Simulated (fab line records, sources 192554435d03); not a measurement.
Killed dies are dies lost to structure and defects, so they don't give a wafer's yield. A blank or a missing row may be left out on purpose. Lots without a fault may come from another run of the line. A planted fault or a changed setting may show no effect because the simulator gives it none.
fab line records | flow n5_finfet | part 1 of 2: steps 1 to 22 of 36
record lots=5 wafers=15 last_day=15
route steps=1938 shown BEOL_M7@1263
lots that met no fault: from a run of the same line without faults
start_h: hours from the record's first day to the start of the lot's first wafer shown | wait_h: hours since the lot's step before | " the same as in the row above | L1.1+2: a row that stands for several wafers | - no value, or no start given | * or withheld: withheld | < > ~ a bound
route shown NAME@n: a module of which the file shows steps, and the number in the route of the first | usual: mean/standard deviation of fault-free wafers | same: alike in all rows | chamber/n: place in a boat | sites: the reading at each site | _std_site: their standard deviation | _edge_site: outer sites' mean less inner sites' | radius_mm: how far each site lies from the wafer's centre | mask NAME#n: copy n | behind: the tool/chamber that last shaped the wafer | hold: why the lot was held/for how many hours/how that ended | device: the transistor (n, p or np) that didn't switch | end of line: the same wafers' tests at the end of the route | a step without rows: its recipe alone | killed: dies lost to structure and defects at the first sort, not the wafer's yield | map: a wafer's dies, x killed, . not, _ none there
set.NAME: the setting as run; set.NAME@STEP: as run at that earlier step | model.NAME: the simulator's own value behind a step, which no gauge read
lots at some steps of the route; a table a step, a row a wafer
services: from which hour (start_h, from the record's first day; less than 0 if before it) a tool's chamber was out of use, for how many hours, and why
## steps
# step N5_BEOL_M7_ILD_DEP_00
# recipe material=SiCOH_lowk target_thk_a=1797.5 temp_c=300 precursor=DEMS/porogen pressure_torr=5 rf_w=500 time_s=33.4
# usual heater_power_w=326/53 showerhead_plenum_p_Torr=5.732/0.011 throttle_valve_pct=13.9/1
# columns lot.wafer tool chamber start_h wait_h heater_power_w showerhead_plenum_p_Torr since_wet_clean_h throttle_valve_pct
L074.1 pecvd-04 1 185.43 0.0 434 5.735 1796 14.5
L074.2 " 2 " " 361 5.738 317 13.2
L074.4 " 1 " " 440 5.717 - 14.3
L084.1 pecvd-02 0 252.18 0.0 270 5.730 956 13.8
L084.2 " 1 " " 292 5.715 1681 14.3
L084.5 " 0 " " 282 5.726 - 13.7
L085.1 pecvd-02 0 255.66 0.0 285 5.723 960 13.7
L085.3 " 2 " " 262 5.736 206 12.6
L085.6 " 2 " " 264 5.719 - 12.9
L087.1 pecvd-02 1 265.36 0.0 307 5.753 1694 14.1
L087.2 " 0 " " 331 5.740 969 14.1
L087.6 " 2 " " 256 5.721 - 12.4
L090.1 pecvd-02 0 280.24 0.0 292 5.737 984 13.7
L090.3 " 2 " " 278 5.723 230 13.1
L090.4 " 2 " " 292 5.740 - 13.0
# step N5_BEOL_M7_CURE_74
# recipe temp_c=385 time_s=240 ambient=He/Ar material=SiCOH_lowk
# usual lamp_power_pct=52.32/0.055 wafer_temp_C_max=386.6/0.62
# columns lot.wafer tool chamber start_h wait_h lamp_power_pct wafer_temp_C_max
L074.1 uv_cure-02 1 185.50 0.0 52.33 386.3
L074.2 " 1 " " 52.40 386.0
L074.4 " 1 " " 52.34 385.8
L084.1 uv_cure-01 2 252.45 0.2 52.33 385.6
L084.2 " 2 " " 52.41 386.1
L084.5 " 2 " " 52.36 386.0
L085.1 uv_cure-02 0 255.72 0.0 52.40 386.3
L085.3 " 0 " " 52.31 386.4
L085.6 " 0 " " 52.32 386.0
L087.1 uv_cure-03 1 265.43 0.0 52.35 386.5
L087.2 " 1 " " 52.42 385.6
L087.6 " 1 " " 52.37 386.2
L090.1 uv_cure-03 2 280.31 0.0 52.31 387.2
L090.3 " 2 " " 52.37 386.7
L090.4 " 2 " " 52.42 386.9
# step N5_BEOL_M7_THK_MEAS_01
# recipe reads=SiCOH_lowk_of_BEOL_M7_ILD_DEP_00
# usual M7_ILD_THK=155.6/2.4
# columns lot.wafer tool chamber start_h wait_h M7_ILD_THK[nm]
L074.1 film_metro-02 - 186.01 0.4 154.0
L074.2 " - " " 156.2
L074.4 " - " " 155.5
L084.1 film_metro-01 - 252.96 0.4 154.8
L084.2 " - " " 156.2
L084.5 " - " " 157.0
L085.1 film_metro-02 - 256.52 0.7 154.5
L085.3 " - " " 153.3
L085.6 " - " " 155.9
L087.1 film_metro-02 - 265.94 0.4 153.5
L087.2 " - " " 155.2
L087.6 " - " " 154.5
L090.1 film_metro-01 - 280.83 0.4 154.2
L090.3 " - " " 152.0
L090.4 " - " " 156.1
# step N5_BEOL_M7_PECVD_70
# recipe material=SiO2 target_thk_a=200 temp_c=400 precursor=TEOS/O2 pressure_torr=5.5 rf_w=450 teos_flow_sccm=53.8 gas=O2 flow_sccm=3000 time_s=22.7
# usual heater_power_w=753/84 showerhead_plenum_p_Torr=8.75/0.036 throttle_valve_pct=22.3/2.1
# columns lot.wafer tool chamber start_h wait_h heater_power_w showerhead_plenum_p_Torr since_wet_clean_h throttle_valve_pct
L074.1 pecvd-01 0 186.05 0.0 721 8.71 709 20.5
L074.2 " 2 " " 782 8.83 2159 20.9
L074.4 " 2 " " 782 8.83 - 20.8
L084.1 pecvd-04 0 253.00 0.0 709 8.72 1138 23.5
L084.2 " 1 " " 874 8.75 1863 23.4
L084.5 " 2 " " 935 8.78 - 21.5
L085.1 pecvd-02 0 256.55 0.0 732 8.73 960 22.2
L085.3 " 2 " " 613 8.75 206 20.6
L085.6 " 1 " " 695 8.78 - 23.2
L087.1 pecvd-01 2 265.98 0.0 801 8.81 35 19.5
L087.2 " 0 " " 768 8.73 789 20.6
L087.6 " 2 " " 812 8.83 - 19.4
L090.1 pecvd-04 0 280.88 0.1 756 8.70 1166 23.7
L090.3 " 2 " " 832 8.81 412 21.9
L090.4 " 1 " " 954 8.77 - 23.2
# step N5_BEOL_M7_HM_DEP_02
# recipe material=TiN target_thk_a=200 temp_c=25 chamber_pressure_pa=0.49996
# usual chamber_pressure_pa=0.5000/0.00095 throttle_valve_pct=29.8/1.3
# columns lot.wafer tool chamber start_h wait_h chamber_pressure_pa throttle_valve_pct
L074.1 pvd_sputter-01 - 186.11 0.0 0.4998 28.9
L074.2 " - " " 0.5009 31.4
L074.4 " - " " 0.4995 29.4
L084.1 pvd_sputter-02 - 253.48 0.5 0.4988 28.6
L084.2 " - " " 0.4995 29.8
L084.5 " - " " 0.5001 28.7
L085.1 pvd_sputter-02 - 256.86 0.3 0.5008 28.9
L085.3 " - " " 0.4995 26.6
L085.6 " - " " 0.4996 30.0
L087.1 pvd_sputter-01 - 269.52 3.5 0.5010 31.2
L087.2 " - " " 0.5019 28.9
L087.6 " - " " 0.5002 29.5
L090.1 pvd_sputter-03 - 282.61 1.7 0.5005 32.0
L090.3 " - " " 0.4994 30.4
L090.4 " - " " 0.4999 30.0
# step N5_BEOL_M7_COAT_59
# recipe resist=SOC temp_c=250 time_s=60 spin_rpm=1500 resist_thk_nm=100
# columns lot.wafer tool chamber start_h wait_h
L074.1+2+4 litho_track-05 0 186.23 0.1
L084.1+2+5 litho_track-01 0 253.62 0.1
L085.1+3+6 litho_track-05 0 256.99 0.1
L087.1+2+6 litho_track-05 0 269.65 0.1
L090.1+3+4 litho_track-04 0 282.74 0.1
# step N5_BEOL_M7_COAT_60
# recipe resist=SiARC temp_c=220 time_s=60 spin_rpm=1500 resist_thk_nm=35
# columns lot.wafer tool chamber start_h wait_h
L074.1+2+4 litho_track-05 0 - -
L084.1+2+5 litho_track-01 0 - -
L085.1+3+6 litho_track-05 0 - -
L087.1+2+6 litho_track-05 0 - -
L090.1+3+4 litho_track-04 0 - -
# step N5_BEOL_M7_COAT_05
# recipe resist=CAR-ArF spin_rpm=1500 resist_thk_nm=90
# columns lot.wafer tool chamber start_h wait_h
L074.1+2+4 litho_track-05 0 - -
L084.1+2+5 litho_track-01 0 - -
L085.1+3+6 litho_track-05 0 - -
L087.1+2+6 litho_track-05 0 - -
L090.1+3+4 litho_track-04 0 - -
# step N5_BEOL_M7_EBR_07
# recipe solvent=PGMEA ebr_width_mm=1.5
# columns lot.wafer tool chamber start_h wait_h
L074.1+2+4 litho_track-05 0 - -
L084.1+2+5 litho_track-01 0 - -
L085.1+3+6 litho_track-05 0 - -
L087.1+2+6 litho_track-05 0 - -
L090.1+3+4 litho_track-04 0 - -
# step N5_BEOL_M7_SOFTBAKE_06
# recipe temp_c=110 time_s=60 resist=CAR-ArF
# columns lot.wafer tool chamber start_h wait_h
L074.1+2+4 litho_track-05 0 - -
L084.1+2+5 litho_track-01 0 - -
L085.1+3+6 litho_track-05 0 - -
L087.1+2+6 litho_track-05 0 - -
L090.1+3+4 litho_track-04 0 - -
# step N5_BEOL_M7_EXPOSE_08
# recipe mask_id=M7 na=1.35 source_shape=dipole sigma_inner=0.817 sigma_outer=0.97 polarization=te dose_mj=68.25
# same sigma_inner=0.817 sigma_outer=0.97
# columns lot.wafer tool chamber start_h wait_h mask
L074.1+2+4 arfi_scanner-02 0 186.35 - M7#0
L084.1+2+5 arfi_scanner-03 0 253.92 - M7#0
L085.1+3+6 arfi_scanner-03 0 257.11 - M7#0
L087.1+2+6 arfi_scanner-02 0 269.89 - M7#0
L090.1+3+4 arfi_scanner-01 0 282.85 - M7#0
# step N5_BEOL_M7_PEB_09
# recipe peb_temp_c=withheld peb_time_s=60 resist=CAR-ArF
# columns lot.wafer tool chamber start_h wait_h
L074.1+2+4 litho_track-04 0 186.41 0.1
L084.1+2+5 litho_track-05 0 253.98 0.1
L085.1+3+6 litho_track-01 0 257.17 0.1
L087.1+2+6 litho_track-05 0 269.95 0.1
L090.1+3+4 litho_track-04 0 282.92 0.1
# step N5_BEOL_M7_DEVELOP_10
# recipe develop_time_s=30 developer=TMAH resist=CAR-ArF rinse_liquid=diw dry=air_spin dev_temp_c=23
# columns lot.wafer tool chamber start_h wait_h
L074.1+2+4 litho_track-04 0 - -
L084.1+2+5 litho_track-05 0 - -
L085.1+3+6 litho_track-01 0 - -
L087.1+2+6 litho_track-05 0 - -
L090.1+3+4 litho_track-04 0 - -
# step N5_BEOL_M7_CD_MEAS_11
# recipe target_cd_nm=38.5 landing_energy_ev=500 detector=se_inlens polarity=opening
# usual cd_nm=38.3/0.52
# same landing_energy_ev=500
# columns lot.wafer tool chamber start_h wait_h cd_nm
L074.1 cd_sem-01 0 186.48 - 37.8
L074.2 " 0 " " 38.1
L074.4 " 0 " " 38.5
L084.1 cd_sem-01 0 254.05 - 39.1
L084.2 " 0 " " 38.7
L084.5 " 0 " " 39.3
L085.1 cd_sem-01 0 257.23 - 38.8
L085.3 " 0 " " 38.3
L085.6 " 0 " " 38.0
L087.1 cd_sem-01 0 270.02 - 37.7
L087.2 " 0 " " 38.2
L087.6 " 0 " " 38.9
L090.1 cd_sem-03 0 282.98 - 37.9
L090.3 " 0 " " 37.8
L090.4 " 0 " " 38.2
# step N5_BEOL_M7_OVL_MEAS_12
# recipe points_per_wafer=44
# usual M7_OVL=-0.5/0.61
# columns lot.wafer tool chamber start_h wait_h M7_OVL[nm]
L074.1 overlay-01 0 186.51 0.0 -0.8
L074.2 " 0 " " -1.0
L074.4 " 0 " " -1.0
L084.1 overlay-02 0 254.08 0.0 -1.2
L084.2 " 0 " " -0.5
L084.5 " 0 " " -0.4
L085.1 overlay-02 0 257.26 0.0 -1.1
L085.3 " 0 " " -1.3
L085.6 " 0 " " -1.4
L087.1 overlay-02 0 270.05 0.0 -1.2
L087.2 " 0 " " -0.5
L087.6 " 0 " " -1.6
L090.1 overlay-01 0 283.01 0.0 -1.3
L090.3 " 0 " " -1.1
L090.4 " 0 " " 0.0
# step N5_BEOL_M7_INSPECT_13
# recipe mode=adi inspect_instrument=brightfield
# usual raw_defect_count=431/84
# columns lot.wafer tool chamber start_h wait_h raw_defect_count
L074.1 defect_inspect-01 - 186.53 0.0 312
L074.2 " - " " 330
L074.4 " - " " 375
L084.1 defect_inspect-01 - 254.10 0.0 512
L084.2 " - " " 494
L084.5 " - " " 386
L085.1 defect_inspect-02 - 257.29 0.0 422
L085.3 " - " " 420
L085.6 " - " " 403
L087.1 defect_inspect-01 - 270.07 0.0 386
L087.2 " - " " 317
L087.6 " - " " 425
L090.1 defect_inspect-01 - 283.04 0.0 555
L090.3 " - " " 395
L090.4 " - " " 617
# step N5_BEOL_M7_DESCUM_16
# recipe chemistry=O2 time_s=7.9 source_power_w=50 bias_power_w=20 pressure_mtorr=20 rf_frequency_hz=2.712e+07 temp_c=40 resist=CAR-ArF o2_flow_sccm=225
# usual drypump_motor_current_A=5.7/0.44 oes_product_au=0.76/0.099 rf_vpp_V=242.9/1.4 showerhead_plenum_p_Torr=2.09/0.063 throttle_valve_pct=20.54/0.3
# columns lot.wafer tool chamber start_h wait_h drypump_motor_current_A oes_product_au rf_hours_counter_h rf_vpp_V showerhead_plenum_p_Torr throttle_valve_pct
L074.1 rie_diel-03 3 186.57 0.0 5.2 0.75 180 244.4 2.18 20.69
L074.2 " 1 " " 5.7 0.74 182 242.9 2.10 20.71
L074.4 " 1 " " 5.8 0.74 - 242.0 2.10 20.73
L084.1 rie_diel-01 3 254.27 0.2 5.8 0.71 201 241.1 2.01 20.52
L084.2 " 1 " " 6.0 0.85 53 243.1 2.11 19.98
L084.5 " 0 " " 5.3 0.95 - 244.4 2.15 20.56
L085.1 rie_diel-03 0 257.50 0.2 5.7 0.72 170 242.9 2.18 20.75
L085.3 " 3 " " 5.2 0.73 204 245.8 2.18 20.73
L085.6 " 1 " " 5.8 0.71 - 242.1 2.09 20.76
L087.1 rie_diel-04 2 270.11 0.0 5.7 0.71 212 246.1 2.16 20.22
L087.2 " 1 " " 6.1 0.92 29 243.6 2.04 20.21
L087.6 " 2 " " 5.7 0.70 - 242.7 2.16 20.25
L090.1 rie_diel-04 2 283.08 0.0 5.7 0.70 216 243.5 2.16 20.24
L090.3 " 3 " " 5.9 0.69 248 242.0 2.07 21.02
L090.4 " 1 " " 6.1 0.91 33 241.5 2.04 20.21
# step N5_BEOL_M7_ETCH_61
# recipe chemistry=CF4 target=SiARC target_depth_a=455 mask_material=CAR-ArF time_s=75.8 ion_energy_ev=80 pressure_mtorr=40 source_w=545 bias_w=36 Ar_flow_sccm=100 cf4_flow_sccm=100 ends=cleared
# usual drypump_motor_current_A=5.7/0.44 etch_rf_on_time_s=75.9/1.7 oes_product_au=0.65/0.084 rf_vpp_V=183.9/1.2 showerhead_plenum_p_Torr=2.13/0.061 throttle_valve_pct=15.68/0.25
# columns lot.wafer tool chamber start_h wait_h drypump_motor_current_A etch_rf_on_time_s oes_product_au rf_hours_counter_h rf_vpp_V showerhead_plenum_p_Torr throttle_valve_pct
L074.1 rie_diel-03 3 186.60 0.0 5.3 76.2 0.63 180 186.5 2.23 15.89
L074.2 " 1 " " 5.7 77.8 0.63 182 184.6 2.14 15.79
L074.4 " 1 " " 5.8 77.7 0.63 - 183.7 2.14 15.80
L084.1 rie_diel-01 3 254.31 0.0 5.8 79.2 0.60 201 183.2 2.05 15.67
L084.2 " 1 " " 6.0 76.4 0.72 53 184.7 2.17 15.29
L084.5 " 0 " " 5.3 72.6 0.81 - 185.9 2.18 15.59
L085.1 rie_diel-03 0 257.53 0.0 5.6 76.5 0.61 170 184.8 2.21 15.89
L085.3 " 3 " " 5.2 75.8 0.62 204 185.0 2.22 15.96
L085.6 " 1 " " 5.8 77.2 0.61 - 183.7 2.13 15.82
L087.1 rie_diel-04 2 270.14 0.0 5.7 77.5 0.59 212 184.0 2.19 15.38
L087.2 " 1 " " 6.1 74.0 0.78 29 183.7 2.11 15.47
L087.6 " 2 " " 5.8 77.5 0.59 - 183.8 2.19 15.38
L090.1 rie_diel-04 2 283.11 0.0 5.8 76.6 0.60 216 184.9 2.19 15.39
L090.3 " 3 " " 5.9 75.7 0.59 248 184.6 2.12 16.18
L090.4 " 1 " " 6.1 75.1 0.78 33 183.6 2.11 15.45
# step N5_BEOL_M7_ETCH_62
# recipe chemistry=N2/H2 target=SOC target_depth_a=1100 overetch_a=220 mask_material=SiARC temp_c=40 time_s=165 ion_energy_ev=200 pressure_mtorr=30 source_w=840 bias_w=150 n2_flow_sccm=200 h2_flow_sccm=200
# usual drypump_motor_current_A=5.7/0.44 oes_product_au=0.65/0.076 rf_vpp_V=523.5/2.4 showerhead_plenum_p_Torr=2.52/0.077 throttle_valve_pct=17.87/0.28
# columns lot.wafer tool chamber start_h wait_h drypump_motor_current_A oes_product_au rf_hours_counter_h rf_vpp_V showerhead_plenum_p_Torr throttle_valve_pct
L074.1 rie_diel-03 3 186.66 0.0 5.2 0.64 180 526.2 2.63 17.86
L074.2 " 1 " " 5.7 0.64 183 523.3 2.52 17.98
L074.4 " 1 " " 5.7 0.63 - 522.6 2.52 17.97
L084.1 rie_diel-01 3 254.37 0.0 5.8 0.61 201 521.7 2.43 17.85
L084.2 " 1 " " 6.0 0.72 53 525.0 2.57 17.43
L084.5 " 0 " " 5.3 0.79 - 525.2 2.59 17.76
L085.1 rie_diel-03 0 257.59 0.0 5.7 0.60 170 526.3 2.66 18.16
L085.3 " 3 " " 5.2 0.62 205 525.9 2.62 17.89
L085.6 " 1 " " 5.7 0.62 - 524.8 2.51 18.01
L087.1 rie_diel-04 2 270.20 0.0 5.7 0.60 212 526.4 2.62 17.57
L087.2 " 1 " " 6.1 0.76 29 521.7 2.49 17.58
L087.6 " 2 " " 5.8 0.60 - 526.4 2.62 17.55
L090.1 rie_diel-04 2 283.17 0.0 5.7 0.59 216 527.7 2.62 17.57
L090.3 " 3 " " 5.9 0.58 248 521.4 2.50 18.25
L090.4 " 1 " " 6.1 0.76 33 521.5 2.49 17.60
# step N5_BEOL_M7_STRIP_68
# recipe chemistry=N2/H2 temp_c=40 n2_flow_sccm=200 h2_flow_sccm=200 rf_frequency_hz=6e+07
# columns lot.wafer tool chamber start_h wait_h
L074.1+2+4 rie_diel-03 3,1,1 186.79 0.1
L084.1+2+5 rie_diel-01 3,1,0 254.50 0.1
L085.1+3+6 rie_diel-03 0,3,1 257.73 0.1
L087.1+2+6 rie_diel-04 2,1,2 270.33 0.1
L090.1+3+4 rie_diel-04 2,3,1 283.30 0.1
# step N5_BEOL_M7_STRIP_67
# recipe chemistry=CF4 resist=SiARC power_w=300 bias_power_w=75 pressure_mtorr=50 cf4_flow_sccm=150 rf_frequency_hz=6e+07
# usual drypump_motor_current_A=5.7/0.44 oes_product_au=0.77/0.09 rf_vpp_V=270.8/1.6 showerhead_plenum_p_Torr=1.78/0.052 throttle_valve_pct=13.66/0.26
# columns lot.wafer tool chamber start_h wait_h drypump_motor_current_A oes_product_au rf_hours_counter_h rf_vpp_V showerhead_plenum_p_Torr throttle_valve_pct
L074.1 rie_diel-03 3 186.80 0.0 5.2 0.74 180 273.9 1.86 13.86
L074.2 " 1 " " 5.7 0.75 183 271.0 1.79 13.72
L074.4 " 1 " " 5.7 0.74 - 271.4 1.79 13.74
L084.1 rie_diel-01 3 254.51 0.0 5.8 0.71 202 270.1 1.72 13.68
L084.2 " 1 " " 6.0 0.85 53 271.3 1.82 13.22
L084.5 " 0 " " 5.3 0.93 - 273.1 1.84 13.55
L085.1 rie_diel-03 0 257.74 0.0 5.6 0.72 170 272.0 1.85 13.86
L085.3 " 3 " " 5.3 0.72 205 273.2 1.85 13.91
L085.6 " 1 " " 5.8 0.73 - 269.6 1.78 13.78
L087.1 rie_diel-04 2 270.34 0.0 5.7 0.70 212 271.9 1.84 13.41
L087.2 " 1 " " 6.1 0.91 29 269.7 1.77 13.37
L087.6 " 2 " " 5.7 0.70 - 273.4 1.84 13.39
L090.1 rie_diel-04 2 283.31 0.0 5.8 0.70 216 272.6 1.84 13.41
L090.3 " 3 " " 5.9 0.70 248 269.8 1.78 14.16
L090.4 " 1 " " 6.1 0.90 33 270.5 1.77 13.41
# step N5_BEOL_M7_HM_OPEN_17
# recipe chemistry=Cl2/BCl3 target_depth_a=200 overetch_a=60 target=TiN mask_material=SOC ion_energy_ev=150 pressure_mtorr=10 icp_w=1000 bias_w=126 Cl2_flow_sccm=53.25 bcl3_flow_sccm=21.75 Ar_flow_sccm=25
# usual drypump_motor_current_A=6.0/0.44 oes_product_au=0.68/0.034 throttle_valve_pct=22.16/0.2
# columns lot.wafer tool chamber start_h wait_h drypump_motor_current_A oes_product_au rf_hours_counter_h throttle_valve_pct
L074.1 rie_metal-02 0 186.84 0.0 6.3 0.66 41 21.90
L074.2 " 1 " " 5.2 0.71 26 22.11
L074.4 " 0 " " 6.3 0.65 - 21.90
L084.1 rie_metal-03 0 254.55 0.0 6.5 0.68 28 22.08
L084.2 " 1 " " 6.2 0.74 9 22.54
L084.5 " 0 " " 6.5 0.67 - 22.08
L085.1 rie_metal-02 1 257.78 0.0 5.2 0.69 34 22.14
L085.3 " 0 " " 6.3 0.64 - 21.92
L085.6 " 0 " " 6.4 0.63 - 21.94
L087.1 rie_metal-03 0 270.38 0.0 6.5 0.69 29 22.08
L087.2 " 1 " " 6.1 0.74 11 22.52
L087.6 " 1 " " 6.1 0.74 - 22.52
L090.1 rie_metal-01 1 283.36 0.0 5.8 0.65 44 22.15
L090.3 " 1 " " 5.8 0.65 - 22.15
L090.4 " 0 " " 5.8 0.65 - 22.08
